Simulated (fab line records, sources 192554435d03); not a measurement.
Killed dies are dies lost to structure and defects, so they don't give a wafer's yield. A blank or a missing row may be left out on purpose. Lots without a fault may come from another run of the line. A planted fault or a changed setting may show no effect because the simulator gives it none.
fab line records | flow n5_finfet
record lots=24 wafers=72 last_day=20
route steps=1938 shown BEOL_M5@1187 BEOL_M6@1197 BEOL_M7@1300
lots that met no fault: from a run of the same line without faults
start_h: hours from the record's first day to the start of the lot's first wafer shown | wait_h: hours since the lot's step before | " the same as in the row above | L1.1+2: a row that stands for several wafers | - no value, or no start given | * or withheld: withheld | < > ~ a bound
route shown NAME@n: a module of which the file shows steps, and the number in the route of the first | usual: mean/standard deviation of fault-free wafers | same: alike in all rows | chamber/n: place in a boat | sites: the reading at each site | _std_site: their standard deviation | _edge_site: outer sites' mean less inner sites' | radius_mm: how far each site lies from the wafer's centre | mask NAME#n: copy n | behind: the tool/chamber that last shaped the wafer | hold: why the lot was held/for how many hours/how that ended | device: the transistor (n, p or np) that didn't switch | end of line: the same wafers' tests at the end of the route | a step without rows: its recipe alone | killed: dies lost to structure and defects at the first sort, not the wafer's yield | map: a wafer's dies, x killed, . not, _ none there
set.NAME: the setting as run; set.NAME@STEP: as run at that earlier step | model.NAME: the simulator's own value behind a step, which no gauge read
steps of the route over a sample of lots; a table a step, a row a wafer
services: from which hour (start_h, from the record's first day; less than 0 if before it) a tool's chamber was out of use, for how many hours, and why
## steps
# step N5_BEOL_M5_THK_MEAS_53
# recipe thk_meas_gauge=xrf reads=Cu_of_BEOL_M5_ECD_50
# usual M5_THK=62.0/1.7
# columns lot.wafer tool chamber start_h wait_h M5_THK[nm]
L074.1 film_metro-01 - 206.48 - 62.7
L074.4 " - " " 62.1
L074.6 " - " " 64.7
L076.2 film_metro-01 - 217.17 - 62.2
L076.3 " - " " 60.6
L076.5 " - " " 62.6
L075.1 film_metro-01 - 218.25 - 65.6
L075.4 " - " " 64.3
L075.5 " - " " 65.5
L079.4 film_metro-01 - 235.80 - 63.3
L079.5 " - " " 62.5
L079.6 " - " " 62.1
L077.1 film_metro-02 - 236.60 - 57.6
L077.4 " - " " 57.6
L077.5 " - " " 60.2
L078.1 film_metro-02 - 242.03 - 60.4
L078.4 " - " " 60.2
L078.6 " - " " 61.6
L081.1 film_metro-02 - 242.66 - 60.1
L081.4 " - " " 60.2
L081.5 " - " " 61.1
L080.2 film_metro-02 - 248.14 - 64.4
L080.3 " - " " 61.4
L080.6 " - " " 61.2
L083.1 film_metro-01 - 260.96 - 62.3
L083.4 " - " " 61.5
L083.6 " - " " 60.6
L082.1 film_metro-02 - 270.40 - 61.0
L082.5 " - " " 61.3
L082.6 " - " " 61.1
L084.2 film_metro-01 - 275.24 - 61.7
L084.3 " - " " 63.5
L084.5 " - " " 61.4
L085.3 film_metro-02 - 283.16 - 59.6
L085.4 " - " " 59.7
L085.5 " - " " 59.2
L086.1 film_metro-02 - 285.45 - 62.4
L086.4 " - " " 62.2
L086.5 " - " " 61.0
L087.4 film_metro-01 - 291.51 - 62.0
L087.5 " - " " 61.6
L087.6 " - " " 60.6
L089.3 film_metro-01 - 291.62 - 63.8
L089.4 " - " " 65.3
L089.6 " - " " 64.5
L088.1 film_metro-01 - 308.53 - 63.7
L088.4 " - " " 65.7
L088.6 " - " " 65.1
L090.1 film_metro-01 - 311.51 - 64.5
L090.5 " - " " 64.0
L090.6 " - " " 63.3
L091.2 film_metro-02 - 311.89 - 62.3
L091.3 " - " " 62.0
L091.4 " - " " 63.0
L092.2 film_metro-01 - 318.70 - 62.0
L092.4 " - " " 63.2
L092.5 " - " " 62.0
L093.2 film_metro-02 - 321.14 - 61.5
L093.3 " - " " 62.9
L093.4 " - " " 61.6
L094.2 film_metro-01 - 331.25 - 61.3
L094.4 " - " " 61.6
L094.5 " - " " 62.4
L095.1 film_metro-01 - 352.57 - 62.2
L095.3 " - " " 63.5
L095.6 " - " " 63.0
L096.2 film_metro-01 - 357.66 - 62.9
L096.4 " - " " 60.8
L096.6 " - " " 60.7
L097.1 film_metro-01 - 362.73 - 61.3
L097.2 " - " " 59.9
L097.5 " - " " 59.6
# step N5_BEOL_M5_INSPECT_58
# recipe inspect_instrument=darkfield mode=post_dep
# usual raw_defect_count=69/22
# columns lot.wafer tool chamber start_h wait_h raw_defect_count
L074.1 defect_inspect-02 - 206.76 0.0 37
L074.4 " - " " 61
L074.6 " - " " 49
L076.2 defect_inspect-01 - 217.49 0.0 69
L076.3 " - " " 33
L076.5 " - " " 69
L075.1 defect_inspect-02 - 218.53 0.0 62
L075.4 " - " " 81
L075.5 " - " " 64
L079.4 defect_inspect-01 - 236.08 0.0 58
L079.5 " - " " 95
L079.6 " - " " 84
L077.1 defect_inspect-01 - 236.89 0.0 51
L077.4 " - " " 38
L077.5 " - " " 46
L078.1 defect_inspect-01 - 242.31 0.0 70
L078.4 " - " " 61
L078.6 " - " " 24
L081.1 defect_inspect-01 - 243.18 0.0 72
L081.4 " - " " 117
L081.5 " - " " 97
L080.2 defect_inspect-02 - 248.43 0.0 64
L080.3 " - " " 76
L080.6 " - " " 96
L083.1 defect_inspect-02 - 261.26 0.0 69
L083.4 " - " " 46
L083.6 " - " " 70
L082.1 defect_inspect-01 - 271.24 0.0 42
L082.5 " - " " 64
L082.6 " - " " 42
L084.2 defect_inspect-02 - 277.64 0.0 66
L084.3 " - " " 45
L084.5 " - " " 40
L085.3 defect_inspect-02 - 286.14 0.0 81
L085.4 " - " " 86
L085.5 " - " " 80
L086.1 defect_inspect-01 - 286.28 0.0 130
L086.4 " - " " 48
L086.5 " - " " 92
L087.4 defect_inspect-02 - 292.06 0.0 48
L087.5 " - " " 56
L087.6 " - " " 54
L089.3 defect_inspect-02 - 292.54 0.0 92
L089.4 " - " " 99
L089.6 " - " " 141
L088.1 defect_inspect-02 - 308.82 0.0 76
L088.4 " - " " 40
L088.6 " - " " 92
L090.1 defect_inspect-02 - 311.85 0.0 58
L090.5 " - " " 103
L090.6 " - " " 93
L091.2 defect_inspect-02 - 312.30 0.0 53
L091.3 " - " " 51
L091.4 " - " " 49
L092.2 defect_inspect-01 - 318.99 0.0 38
L092.4 " - " " 67
L092.5 " - " " 44
L093.2 defect_inspect-02 - 321.43 0.0 84
L093.3 " - " " 51
L093.4 " - " " 93
L094.2 defect_inspect-01 - 331.53 0.0 74
L094.4 " - " " 85
L094.5 " - " " 59
L095.1 defect_inspect-02 - 352.91 0.0 103
L095.3 " - " " 36
L095.6 " - " " 93
L096.2 defect_inspect-01 - 357.94 0.0 60
L096.4 " - " " 57
L096.6 " - " " 69
L097.1 defect_inspect-02 - 363.01 0.0 78
L097.2 " - " " 67
L097.5 " - " " 85
# step N5_BEOL_M6_PECVD_70
# recipe material=SiO2 target_thk_a=200 temp_c=400 precursor=TEOS/O2 pressure_torr=5.5 rf_w=450 teos_flow_sccm=53.8 gas=O2 flow_sccm=3000 time_s=22.7
# usual heater_power_w=691/49 showerhead_plenum_p_Torr=8.77/0.043 throttle_valve_pct=22.8/1.4
# same time_s=22.7
# columns lot.wafer tool chamber start_h wait_h heater_power_w showerhead_plenum_p_Torr throttle_valve_pct
L074.1 pecvd-03 2 207.43 0.0 710 8.72 23.6
L074.4 " 2 " " 709 8.71 23.3
L074.6 " 1 " " 680 8.71 21.8
L076.2 pecvd-03 0 218.15 0.0 650 8.77 23.4
L076.3 " 1 " " 653 8.72 21.4
L076.5 " 1 " " 658 8.70 21.7
L075.1 pecvd-04 2 219.19 0.0 683 8.74 23.2
L075.4 " 1 " " 704 8.78 21.4
L075.5 " 0 " " 661 8.82 22.9
L079.4 pecvd-03 0 236.79 0.1 694 8.76 22.9
L079.5 " 0 " " 694 8.76 23.5
L079.6 " 0 " " 688 8.76 23.0
L077.1 pecvd-01 2 237.54 0.0 603 8.83 21.4
L077.4 " 1 " " 745 8.74 25.7
L077.5 " 0 " " 677 8.75 22.9
L078.1 pecvd-04 1 243.44 0.0 719 8.77 21.0
L078.4 " 2 " " 741 8.75 23.3
L078.6 " 0 " " 723 8.85 23.0
L081.1 pecvd-03 0 243.83 0.0 725 8.76 23.3
L081.4 " 0 " " 720 8.78 23.2
L081.5 " 0 " " 702 8.75 23.4
L080.2 pecvd-01 2 249.10 0.0 681 8.84 21.4
L080.3 " 1 " " 646 8.73 25.5
L080.6 " 0 " " 585 8.76 22.9
L083.1 pecvd-04 2 261.91 0.0 796 8.73 23.1
L083.4 " 2 " " 794 8.73 23.2
L083.6 " 0 " " 714 8.83 23.1
L082.1 pecvd-03 0 272.15 0.0 735 8.75 23.1
L082.5 " 1 " " 739 8.70 21.8
L082.6 " 2 " " 659 8.69 21.7
L084.2 pecvd-01 0 278.29 0.0 644 8.75 23.0
L084.3 " 1 " " 753 8.73 25.6
L084.5 " 1 " " 787 8.77 25.4
L085.3 pecvd-04 1 286.81 0.1 669 8.79 21.0
L085.4 " 2 " " 673 8.72 23.1
L085.5 " 2 " " 659 8.72 23.1
L086.1 pecvd-04 2 287.25 0.0 784 8.75 23.3
L086.4 " 1 " " 640 8.78 21.4
L086.5 " 1 " " 655 8.77 21.2
L087.4 pecvd-04 2 292.75 0.1 789 8.73 23.4
L087.5 " 1 " " 688 8.77 21.2
L087.6 " 2 " " 781 8.74 23.2
L089.3 pecvd-03 0 293.21 0.0 672 8.79 23.5
L089.4 " 1 " " 685 8.72 21.5
L089.6 " 0 " " 653 8.76 23.6
L088.1 pecvd-04 1 309.47 0.0 715 8.79 21.2
L088.4 " 2 " " 738 8.75 23.4
L088.6 " 1 " " 708 8.79 21.4
L090.1 pecvd-01 0 312.50 0.0 610 8.75 22.9
L090.5 " 0 " " 613 8.77 22.6
L090.6 " 1 " " 713 8.75 25.6
L091.2 pecvd-01 0 312.95 0.0 699 8.75 22.9
L091.3 " 2 " " 719 8.86 21.4
L091.4 " 1 " " 656 8.76 25.6
L092.2 pecvd-03 0 320.14 0.0 684 8.79 23.4
L092.4 " 1 " " 690 8.71 21.6
L092.5 " 1 " " 695 8.71 21.7
L093.2 pecvd-01 0 322.10 0.0 628 8.75 22.6
L093.3 " 2 " " 721 8.84 21.3
L093.4 " 1 " " 769 8.73 25.4
L094.2 pecvd-01 0 332.18 0.0 661 8.77 22.8
L094.4 " 1 " " 766 8.74 25.7
L094.5 " 2 " " 601 8.82 21.2
L095.1 pecvd-01 1 353.57 0.0 752 8.75 25.5
L095.3 " 2 " " 723 8.82 21.2
L095.6 " 2 " " 718 8.84 21.4
L096.2 pecvd-01 0 358.60 0.0 702 8.76 23.0
L096.4 " 0 " " 686 8.75 22.8
L096.6 " 1 " " 738 8.74 25.4
L097.1 pecvd-01 0 363.66 0.0 646 8.74 22.7
L097.2 " 2 " " 627 8.84 21.4
L097.5 " 1 " " 763 8.74 25.5
# step N5_BEOL_M6_STRIP_67
# recipe chemistry=CF4 resist=SiARC power_w=300 bias_power_w=75 pressure_mtorr=50 cf4_flow_sccm=150 rf_frequency_hz=6e+07
# usual chamber_pressure_mTorr=50.00/0.051 drypump_motor_current_A=5.6/0.53 oes_product_au=0.81/0.072 rf_vpp_V=271.7/1.7 showerhead_plenum_p_Torr=1.82/0.066 throttle_valve_pct=13.56/0.2
# columns lot.wafer tool chamber start_h wait_h chamber_pressure_mTorr drypump_motor_current_A oes_product_au rf_hours_counter_h rf_vpp_V showerhead_plenum_p_Torr throttle_valve_pct
L074.1 rie_diel-04 1 210.49 0.0 49.94 5.0 0.86 35 272.2 1.90 13.22
L074.4 " 3 " " 50.13 6.1 0.97 3 273.3 1.91 13.41
L074.6 " 1 " " 50.00 5.0 0.86 - 273.5 1.90 13.20
L076.2 rie_diel-03 1 219.14 0.0 49.93 6.5 0.83 77 275.0 1.88 13.49
L076.3 " 0 " " 50.04 5.5 0.95 14 269.5 1.77 13.25
L076.5 " 2 " " 50.07 5.3 0.72 - 269.0 1.71 13.80
L075.1 rie_diel-01 3 220.00 0.0 49.97 6.3 0.87 43 269.4 1.76 13.51
L075.4 " 2 " " 50.09 5.3 0.89 32 272.7 1.90 13.37
L075.5 " 2 " " 49.98 5.3 0.89 - 273.4 1.90 13.37
L079.4 rie_diel-01 3 241.66 0.0 49.91 6.3 0.84 51 270.2 1.75 13.55
L079.5 " 2 " " 50.02 5.3 0.87 - 273.2 1.90 13.40
L079.6 " 3 " " 50.01 6.3 0.84 - 270.3 1.76 13.52
L077.1 rie_diel-03 2 241.78 0.0 50.09 5.3 0.71 226 268.5 1.70 13.80
L077.4 " 3 " " 49.98 4.9 0.71 221 271.3 1.84 13.95
L077.5 " 3 " " 49.98 4.8 0.71 - 271.7 1.85 13.92
L078.1 rie_diel-03 1 245.19 0.0 50.04 6.5 0.82 85 272.6 1.88 13.51
L078.4 " 3 " " 49.99 4.8 0.71 223 273.8 1.84 13.94
L078.6 " 2 " " 50.00 5.3 0.71 - 270.4 1.70 13.82
L081.1 rie_diel-03 3 245.49 0.0 50.03 4.8 0.70 223 271.4 1.84 13.94
L081.4 " 2 " " 50.04 5.3 0.71 227 268.5 1.70 13.80
L081.5 " 3 " " 49.94 4.8 0.71 - 274.5 1.84 13.91
L080.2 rie_diel-03 0 250.92 0.0 49.99 5.5 0.92 26 272.2 1.77 13.27
L080.3 " 2 " " 50.09 5.3 0.71 230 270.5 1.70 13.82
L080.6 " 2 " " 50.03 5.3 0.71 - 269.8 1.70 13.82
L083.1 rie_diel-01 3 265.94 0.0 50.00 6.3 0.84 59 270.2 1.75 13.54
L083.4 " 3 " " 50.00 6.3 0.84 - 270.4 1.75 13.54
L083.6 " 1 " " 50.05 5.1 0.84 - 273.7 1.89 13.51
L082.1 rie_diel-01 1 275.34 0.0 49.94 5.1 0.83 67 274.5 1.89 13.50
L082.5 " 1 " " 49.96 5.1 0.83 - 272.4 1.89 13.49
L082.6 " 0 " " 49.99 5.7 0.78 - 271.7 1.80 13.54
L084.2 rie_diel-03 1 280.33 0.0 50.05 6.5 0.81 96 273.2 1.88 13.55
L084.3 " 3 " " 49.92 4.8 0.70 236 270.9 1.84 13.98
L084.5 " 2 " " 49.90 5.3 0.71 - 269.4 1.70 13.83
L085.3 rie_diel-03 2 291.10 0.0 50.01 5.3 0.70 242 269.8 1.70 13.82
L085.4 " 0 " " 50.05 5.5 0.89 38 270.8 1.76 13.28
L085.5 " 2 " " 49.94 5.3 0.70 - 269.7 1.70 13.85
L086.1 rie_diel-01 3 291.27 0.0 49.94 6.3 0.83 67 270.1 1.75 13.55
L086.4 " 1 " " 49.96 5.1 0.83 72 274.6 1.89 13.53
L086.5 " 2 " " 50.00 5.3 0.85 - 273.4 1.89 13.41
L087.4 rie_diel-03 0 295.17 0.0 49.90 5.5 0.90 39 268.9 1.76 13.31
L087.5 " 1 " " 49.96 6.5 0.81 - 272.3 1.88 13.55
L087.6 " 0 " " 50.02 5.5 0.90 - 268.5 1.76 13.29
L089.3 rie_diel-04 2 295.37 0.0 49.96 6.1 0.76 133 272.4 1.80 13.44
L089.4 " 3 " " 49.96 6.0 0.90 - 273.4 1.90 13.49
L089.6 " 2 " " 50.05 6.1 0.76 - 270.9 1.80 13.44
L088.1 rie_diel-04 0 311.41 0.0 49.97 5.3 0.82 89 270.0 1.74 13.48
L088.4 " 3 " " 49.97 6.0 0.88 - 274.7 1.90 13.53
L088.6 " 2 " " 49.95 6.1 0.76 - 272.3 1.79 13.45
L090.1 rie_diel-01 1 315.25 0.0 50.08 5.1 0.82 80 274.2 1.89 13.56
L090.5 " 1 " " 50.09 5.1 0.82 - 273.4 1.89 13.54
L090.6 " 2 " " 49.99 5.3 0.84 - 272.3 1.89 13.46
L091.2 rie_diel-03 3 315.58 0.0 50.03 4.8 0.70 247 270.6 1.84 13.97
L091.3 " 1 " " 50.05 6.5 0.80 108 272.9 1.88 13.57
L091.4 " 0 " " 50.00 5.5 0.89 - 271.6 1.76 13.30
L092.2 rie_diel-01 3 322.97 0.0 50.04 6.3 0.82 78 269.7 1.75 13.59
L092.4 " 2 " " 50.04 5.4 0.84 69 272.8 1.89 13.46
L092.5 " 1 " " 49.93 5.1 0.81 - 272.6 1.89 13.55
L093.2 rie_diel-03 0 323.40 0.0 49.97 5.5 0.87 50 269.4 1.76 13.32
L093.3 " 3 " " 50.00 4.8 0.69 252 273.0 1.84 14.01
L093.4 " 0 " " 50.02 5.5 0.89 - 268.1 1.76 13.30
L094.2 rie_diel-01 1 334.12 0.0 50.01 5.1 0.81 88 272.7 1.89 13.56
L094.4 " 2 " " 50.05 5.3 0.83 73 274.9 1.89 13.44
L094.5 " 0 " " 49.93 5.7 0.76 - 270.6 1.80 13.56
L095.1 rie_diel-04 3 357.85 0.0 49.97 6.1 0.86 61 272.2 1.89 13.57
L095.3 " 2 " " 49.93 6.1 0.74 159 270.5 1.79 13.51
L095.6 " 2 " " 49.95 6.1 0.74 - 272.8 1.79 13.51
L096.2 rie_diel-03 0 361.08 0.0 49.97 5.6 0.86 65 270.8 1.75 13.35
L096.4 " 1 " " 50.06 6.5 0.78 127 272.8 1.87 13.62
L096.6 " 3 " " 49.95 4.9 1.01 - 270.7 1.83 13.41
L097.1 rie_diel-01 3 365.16 0.0 49.96 6.3 0.80 95 269.3 1.74 13.64
L097.2 " 0 " " 49.97 5.8 0.75 155 270.9 1.79 13.60
L097.5 " 1 " " 50.02 5.1 0.80 - 274.0 1.88 13.57
# step N5_BEOL_M6_DEGAS_44
# recipe ambient=vacuum temp_c=250 time_s=60
# usual heater_power_w=331/20
# same time_s=60
# columns lot.wafer tool chamber start_h wait_h heater_power_w
L074.1 pvd_sputter-01 - 212.45 0.4 324
L074.4 " - " " 339
L074.6 " - " " 341
L076.2 pvd_sputter-02 - 223.49 0.3 364
L076.3 " - " " 347
L076.5 " - " " 355
L075.1 pvd_sputter-02 - 225.45 2.1 356
L075.4 " - " " 345
L075.5 " - " " 344
L079.4 pvd_sputter-01 - 245.37 0.1 340
L079.5 " - " " 326
L079.6 " - " " 295
L077.1 pvd_sputter-01 - 245.45 0.3 338
L077.4 " - " " 284
L077.5 " - " " 330
L078.1 pvd_sputter-01 - 247.17 0.3 295
L078.4 " - " " 335
L078.6 " - " " 317
L081.1 pvd_sputter-03 - 247.17 0.3 322
L081.4 " - " " 320
L081.5 " - " " 306
L080.2 pvd_sputter-03 - 254.10 1.6 306
L080.3 " - " " 343
L080.6 " - " " 306
L083.1 pvd_sputter-02 - 268.35 0.3 358
L083.4 " - " " 311
L083.6 " - " " 359
L082.1 pvd_sputter-03 - 282.63 2.8 333
L082.5 " - " " 359
L082.6 " - " " 320
L084.2 pvd_sputter-03 - 283.13 0.4 298
L084.3 " - " " 324
L084.5 " - " " 339
L085.3 pvd_sputter-01 - 294.27 1.5 351
L085.4 " - " " 331
L085.5 " - " " 335
L086.1 pvd_sputter-01 - 295.01 0.7 295
L086.4 " - " " 342
L086.5 " - " " 339
L087.4 pvd_sputter-03 - 299.93 0.2 298
L087.5 " - " " 348
L087.6 " - " " 336
L089.3 pvd_sputter-01 - 300.05 0.2 320
L089.4 " - " " 331
L089.6 " - " " 299
L088.1 pvd_sputter-02 - 315.32 0.9 315
L088.4 " - " " 346
L088.6 " - " " 320
L090.1 pvd_sputter-02 - 317.76 0.5 353
L090.5 " - " " 315
L090.6 " - " " 359
L091.2 pvd_sputter-03 - 318.72 0.3 360
L091.3 " - " " 300
L091.4 " - " " 334
L092.2 pvd_sputter-01 - 325.59 1.0 333
L092.4 " - " " 319
L092.5 " - " " 330
L093.2 pvd_sputter-01 - 326.25 0.4 332
L093.3 " - " " 288
L093.4 " - " " 337
L094.2 pvd_sputter-02 - 337.61 0.5 323
L094.4 " - " " 342
L094.5 " - " " 321
L095.1 pvd_sputter-03 - 361.59 0.8 296
L095.3 " - " " 329
L095.6 " - " " 296
L096.2 pvd_sputter-02 - 363.45 0.5 352
L096.4 " - " " 357
L096.6 " - " " 322
L097.1 pvd_sputter-01 - 367.98 0.3 285
L097.2 " - " " 317
L097.5 " - " " 339
# step N5_BEOL_M7_ETCH_72
# recipe chemistry=N2/H2 target=underlayer target_depth_a=65 mask_material=CAR-EUV time_s=5.2 ion_energy_ev=200 pressure_mtorr=30 source_w=840 bias_w=150 n2_flow_sccm=200 h2_flow_sccm=200 ends=cleared
# usual chamber_pressure_mTorr=30.00/0.041 drypump_motor_current_A=5.6/0.54 etch_rf_on_time_s=5.22/0.087 h2_flow_sccm=200.0/0.64 n2_flow_sccm=199.9/0.63 oes_product_au=0.66/0.044 rf_vpp_V=524.0/2.4 showerhead_plenum_p_Torr=2.55/0.079 throttle_valve_pct=17.69/0.16
# columns lot.wafer tool chamber start_h wait_h chamber_pressure_mTorr drypump_motor_current_A etch_rf_on_time_s h2_flow_sccm n2_flow_sccm oes_product_au rf_hours_counter_h rf_vpp_V showerhead_plenum_p_Torr throttle_valve_pct
L074.1 rie_diel-02 2 218.20 0.0 30.07 6.1 5.15 199.8 199.4 0.69 77 525.3 2.57 17.87
L074.4 " 3 " " 30.02 4.7 5.12 200.7 200.2 0.70 73 521.2 2.47 17.55
L074.6 " 1 " " 29.99 6.4 5.14 199.5 200.1 0.73 - 527.3 2.70 17.79
L076.2 rie_diel-05 1 232.17 0.0 29.98 6.0 5.26 200.0 199.2 0.63 170 523.9 2.52 17.48
L076.3 " 2 " " 29.98 5.3 5.35 199.9 199.3 0.75 43 520.9 2.49 17.68
L076.5 " 2 " " 30.03 5.3 5.29 200.7 200.0 0.76 - 520.2 2.48 17.70
L075.1 rie_diel-05 0 233.17 0.0 30.04 5.0 5.31 199.0 200.9 0.65 175 524.1 2.65 17.69
L075.4 " 1 " " 30.05 6.0 5.18 199.7 200.0 0.63 170 522.4 2.52 17.49
L075.5 " 3 " " 30.02 5.8 5.32 200.0 200.4 0.63 - 525.8 2.65 17.60
L078.1 rie_diel-06 3 254.08 0.0 30.04 5.9 5.20 199.3 199.6 0.67 126 523.8 2.45 17.99
L078.4 " 1 " " 30.10 5.2 5.20 199.7 199.3 0.67 - 520.7 2.45 17.76
L078.6 " 3 " " 29.90 5.9 5.22 199.3 200.2 0.67 - 522.3 2.45 17.99
L077.1 rie_diel-02 0 254.55 0.0 30.06 5.8 5.21 200.1 199.5 0.67 114 525.0 2.55 17.44
L077.4 " 3 " " 30.06 4.7 5.03 199.7 199.9 0.69 83 522.8 2.47 17.58
L077.5 " 3 " " 30.05 4.7 5.06 201.1 199.5 0.69 - 520.5 2.47 17.59
L079.4 rie_diel-05 2 254.69 0.0 29.99 5.3 5.22 200.7 198.8 0.75 50 521.9 2.48 17.71
L079.5 " 3 " " 29.94 5.8 5.34 199.7 199.2 0.63 - 528.5 2.65 17.58
L079.6 " 2 " " 30.01 5.3 5.22 200.3 199.6 0.76 - 521.9 2.48 17.71
L081.1 rie_diel-06 3 254.99 0.0 30.02 5.8 5.25 199.8 200.0 0.66 127 522.1 2.45 17.97
L081.4 " 3 " " 30.01 5.8 5.26 200.5 199.4 0.67 - 520.9 2.45 17.98
L081.5 " 1 " " 29.99 5.2 5.25 200.0 198.6 0.67 - 522.3 2.45 17.75
L080.2 rie_diel-05 2 258.64 0.0 29.94 5.3 5.28 200.5 200.4 0.74 51 521.7 2.48 17.70
L080.3 " 1 " " 30.04 6.0 5.26 199.0 199.9 0.62 177 525.8 2.52 17.50
L080.6 " 3 " " 29.93 5.8 5.33 201.1 199.3 0.63 - 527.2 2.65 17.58
L083.1 rie_diel-05 0 282.05 0.0 30.05 5.1 5.32 199.6 199.7 0.61 188 526.0 2.64 17.69
L083.4 " 1 " " 29.88 6.0 5.22 201.0 198.9 0.62 181 524.9 2.52 17.52
L083.6 " 1 " " 29.97 6.0 5.25 200.8 198.8 0.62 - 526.4 2.52 17.51
L082.1 rie_diel-02 3 289.68 0.0 29.97 4.7 5.20 199.4 200.0 0.67 94 518.9 2.46 17.59
L082.5 " 2 " " 30.06 6.1 5.07 200.3 200.3 0.68 - 523.6 2.56 17.88
L082.6 " 3 " " 30.03 4.7 5.15 200.5 200.5 0.68 - 521.8 2.46 17.62
L084.2 rie_diel-05 2 294.18 0.0 30.05 5.3 5.25 198.7 200.2 0.73 59 521.7 2.48 17.71
L084.3 " 1 " " 29.97 6.0 5.17 200.2 200.5 0.63 184 523.4 2.52 17.52
L084.5 " 3 " " 30.01 5.8 5.31 199.4 200.5 0.62 - 527.6 2.64 17.58
L086.1 rie_diel-05 2 300.78 0.0 30.00 5.3 5.36 200.1 200.1 0.73 62 520.8 2.48 17.73
L086.4 " 1 " " 30.03 6.0 5.30 199.5 199.4 0.61 - 524.3 2.52 17.52
L086.5 " 3 " " 30.02 5.8 5.39 201.2 199.1 0.61 - 525.4 2.64 17.60
L085.3 rie_diel-02 3 300.99 0.0 30.02 4.8 5.12 200.6 199.1 0.66 97 521.5 2.46 17.60
L085.4 " 1 " " 29.96 6.4 5.14 200.6 198.0 0.70 67 525.8 2.69 17.83
L085.5 " 3 " " 29.95 4.8 5.13 200.3 200.7 0.69 - 524.0 2.46 17.61
L089.3 rie_diel-02 2 307.49 0.0 29.96 6.1 5.09 200.3 199.4 0.67 103 525.0 2.56 17.92
L089.4 " 0 " " 30.08 5.8 5.25 200.9 200.4 0.67 128 523.8 2.55 17.45
L089.6 " 2 " " 30.01 6.1 5.06 200.0 199.4 0.67 - 524.8 2.56 17.95
L087.4 rie_diel-02 2 307.89 0.0 30.00 6.1 5.03 199.7 199.8 0.67 104 523.6 2.56 17.92
L087.5 " 3 " " 30.05 4.7 5.14 199.5 200.5 0.66 - 521.9 2.46 17.61
L087.6 " 0 " " 30.01 5.8 5.22 199.8 200.3 0.66 - 524.0 2.55 17.44
L088.1 rie_diel-02 0 322.66 0.0 30.04 5.8 5.23 199.2 200.3 0.67 135 524.1 2.54 17.49
L088.4 " 1 " " 30.07 6.4 5.13 200.1 199.0 0.70 74 526.6 2.68 17.86
L088.6 " 3 " " 30.00 4.7 5.18 201.4 200.7 0.67 - 520.7 2.46 17.62
L091.2 rie_diel-02 0 325.82 0.0 30.01 5.8 5.31 200.7 200.2 0.65 136 524.6 2.54 17.45
L091.3 " 1 " " 30.00 6.4 5.18 200.0 199.4 0.69 75 525.4 2.68 17.85
L091.4 " 2 " " 29.96 6.1 5.10 199.4 199.8 0.66 111 522.1 2.56 17.93
L090.1 rie_diel-05 2 325.86 0.0 29.99 5.3 5.36 200.0 200.2 0.72 70 522.3 2.47 17.74
L090.5 " 2 " " 30.12 5.3 5.33 199.4 200.8 0.72 - 524.2 2.47 17.75
L090.6 " 1 " " 30.00 6.0 5.29 199.1 200.1 0.62 - 524.0 2.51 17.51
L092.2 rie_diel-02 0 331.33 0.0 30.03 5.8 5.27 199.6 199.8 0.64 137 522.9 2.54 17.46
L092.4 " 3 " " 29.98 4.7 5.16 200.0 200.0 0.67 109 520.5 2.45 17.62
L092.5 " 3 " " 30.03 4.7 5.13 200.5 198.9 0.66 - 522.2 2.46 17.65
L093.2 rie_diel-02 0 332.62 0.0 30.00 5.8 5.21 199.7 200.9 0.66 138 523.4 2.54 17.46
L093.3 " 2 " " 30.04 6.1 5.11 199.5 200.6 0.66 114 526.6 2.56 17.92
L093.4 " 3 " " 30.06 4.8 5.10 200.1 199.8 0.68 109 522.4 2.46 17.64
L094.2 rie_diel-06 3 343.74 0.0 29.99 5.9 5.27 200.6 199.5 0.64 158 522.9 2.44 18.04
L094.4 " 0 " " 29.97 6.2 5.04 199.8 200.1 0.82 14 521.6 2.50 17.45
L094.5 " 3 " " 30.07 5.8 5.24 200.3 200.6 0.64 - 520.9 2.44 18.05
L095.1 rie_diel-05 2 367.12 0.0 29.96 5.3 5.31 199.2 199.9 0.71 81 520.7 2.47 17.77
L095.3 " 3 " " 30.03 5.8 5.30 200.0 200.0 0.60 200 526.1 2.63 17.63
L095.6 " 3 " " 29.95 5.8 5.26 199.0 200.0 0.61 - 525.9 2.63 17.61
L096.2 rie_diel-02 1 369.56 0.0 30.07 6.4 5.20 199.4 200.2 0.68 90 528.0 2.68 17.88
L096.4 " 0 " " 30.00 5.7 5.21 200.1 199.0 0.64 148 521.7 2.54 17.46
L096.6 " 0 " " 29.98 5.8 5.24 200.0 199.7 0.64 - 521.8 2.54 17.47
L097.1 rie_diel-02 1 373.67 0.0 29.94 6.4 5.15 199.8 199.9 0.68 91 527.2 2.68 17.86
L097.2 " 0 " " 30.02 5.8 5.20 200.0 200.4 0.65 149 523.9 2.54 17.49
L097.5 " 0 " " 30.00 5.8 5.18 199.5 200.0 0.64 - 522.2 2.54 17.49
## services
# columns tool chamber start_h hours kind
rie_diel-02 0 191.16 13.6 repair
pecvd-03 2 212.06 18.9 repair
rie_diel-01 0 264.71 3.7 repair
rie_diel-05 1 268.62 5.2 repair
pecvd-03 - 270.21 0.6 repair
pecvd-04 0 282.82 14.2 repair
rie_diel-04 1 294.03 23.1 repair
pvd_sputter-02 - 295.39 5.2 repair
rie_diel-05 0 295.90 7.5 repair
pecvd-03 0 296.00 7.2 repair
rie_diel-02 - 306.21 0.9 repair
rie_diel-05 - 311.94 4.3 pm
rie_diel-03 2 313.71 - clean
rie_diel-03 2 313.71 - consumable_replace:focus_ring
rie_diel-03 2 313.71 - consumable_replace:showerhead
rie_diel-03 2 313.71 17.9 scheduled_down
rie_diel-03 2 313.71 17.9 vent_cycle
rie_diel-06 0 313.92 13.7 repair
pecvd-03 2 318.15 4.3 repair
rie_diel-03 3 331.61 - clean
rie_diel-05 - 332.69 0.7 repair
rie_diel-03 - 353.27 4.3 pm
pecvd-03 - 363.53 2.8 pm
pvd_sputter-02 - 366.81 8.6 repair
## key
fault none
